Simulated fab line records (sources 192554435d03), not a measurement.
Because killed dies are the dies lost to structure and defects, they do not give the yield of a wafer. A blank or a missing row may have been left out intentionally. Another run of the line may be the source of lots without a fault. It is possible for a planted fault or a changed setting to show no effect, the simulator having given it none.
Chamber matching    flow n5Finfet    4 sister chambers for N5_SD_EPI_P_SD_RECESS_17 on rieSi-02
The step chemistry HBr/Cl2/O2, target depth 39.1 nm, bt time 3 s. 8 wafers are shown with their chamber, then 8 later ones without.

WAFERS, EACH WITH ITS CHAMBER
wafer   chamber  drypumpMotorCurrentA (A)  throttleValvePct (%)
L075.5  0        5.1                       36.98
L077.6  0        5.2                       36.98
L079.1  3        5.8                       36.84
L080.4  2        4.8                       37.15
L083.1  1        5.5                       36.97
L083.3  2        4.9                       37.15
L083.5  3        5.8                       36.83
L093.2  1        5.5                       36.99

WAFERS WITH NO CHAMBER GIVEN
wafer   drypumpMotorCurrentA (A)  throttleValvePct (%)
L093.4  4.8                       37.14
L093.6  5.5                       36.98
L092.1  5.2                       36.96
L092.2  5.5                       37.00
L092.3  5.8                       36.84
L096.1  5.2                       36.98
L096.4  5.5                       36.98
L096.5  4.8                       37.15

THE CHAMBER EACH PASSED THROUGH
wafer   from the rows above  in truth
L093.4  2                    2
L093.6  1                    1
L092.1  0                    0
L092.2  1                    1
L092.3  3                    3
L096.1  0                    0
L096.4  1                    1
L096.5  2                    2
Correct placement for 8 of the 8. Not placeable from these rows: 0. 0 placed wrongly.
How it was worked out, from the rows above alone: a wafer's distance from a chamber is the root of the sum, over the readings, of the square of ((its reading less the chamber's mean) divided by the reading's scatter). If the next closest chamber is less than 2 further off than the closest, the wafer can't be placed; otherwise it belongs to the closest. Each chamber's mean is taken over the wafers shown for it. The scatter is the square root of a quotient: the sum, over the shown wafers, of each reading's squared deviation from its chamber's mean, divided by wafers minus chambers.
